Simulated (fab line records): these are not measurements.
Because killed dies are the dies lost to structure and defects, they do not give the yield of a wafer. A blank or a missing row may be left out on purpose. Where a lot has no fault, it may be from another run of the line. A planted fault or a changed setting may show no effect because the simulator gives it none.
Chamber matching	flow nand_harc	rie_diel-09 running NHARC_A_STAIRCASE_ETCH_253: 4 sister chambers
The step etches the open film in C4F8/O2, target depth 50 nm, time 20.2 s. 20 wafers are shown with their chamber, then 10 later ones without.

WAFERS, EACH WITH ITS CHAMBER
wafer	chamber	rf_vpp_V (V)	oes_product_au (a.u.)
L074.1	3	905	0.913
L074.2	0	886	0.924
L074.3	2	889	0.931
L076.1	0	886	0.943
L076.4	2	888	0.929
L076.5	0	886	0.947
L082.1	0	887	0.947
L082.2	3	905	0.953
L082.3	1	900	0.970
L084.2	2	888	0.974
L084.3	1	900	0.984
L084.6	3	906	0.961
L086.1	0	886	0.965
L086.2	3	904	0.955
L086.5	2	888	0.960
L087.1	1	900	0.932
L087.2	2	888	0.941
L087.4	0	905	0.943
L088.2	3	904	0.984
L088.4	1	900	0.960

SIGNATURES, as means of the wafers listed above
reading	chamber 0	chamber 1	chamber 2	chamber 3	scatter within a chamber
rf_vpp_V	889.33	900.00	888.20	904.80	4.32
oes_product_au	0.94483	0.96150	0.94700	0.95320	0.0201
Rule: distance of a wafer from a chamber = root of the sum over the readings of ((wafer's reading minus chamber's mean) / reading's scatter) squared. The wafer belongs to the nearest chamber; if the next one is less than 2 further off, it can't be placed. The scatter is the square root of a quotient: the sum, over the shown wafers, of each reading's squared deviation from its chamber's mean, divided by wafers minus chambers.

WAFERS WHOSE CHAMBER IS MISSING
wafer	rf_vpp_V (V)	oes_product_au (a.u.)
L088.5	905	0.983
L090.1	901	0.962
L090.3	888	0.965
L090.6	888	0.959
L093.1	887	0.948
L093.3	901	0.940
L093.4	904	0.951
L092.2	905	0.955
L092.3	904	0.965
L092.4	898	0.952

WHICH CHAMBER EACH WENT THROUGH
wafer	from the rows above	in truth
L088.5	can't be placed: 3 or 1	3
L090.1	can't be placed: 1 or 3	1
L090.3	can't be placed: 2 or 0 or 1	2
L090.6	can't be placed: 2 or 0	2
L093.1	can't be placed: 2 or 0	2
L093.3	can't be placed: 1 or 3 or 0 or 2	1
L093.4	can't be placed: 3 or 1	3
L092.2	can't be placed: 3 or 1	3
L092.3	can't be placed: 3 or 1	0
L092.4	can't be placed: 1 or 3 or 0 or 2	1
0 of 10 placed correctly. Not placeable from these rows: 10 (in 9, the candidates include the true chamber). Placed wrongly: 0.
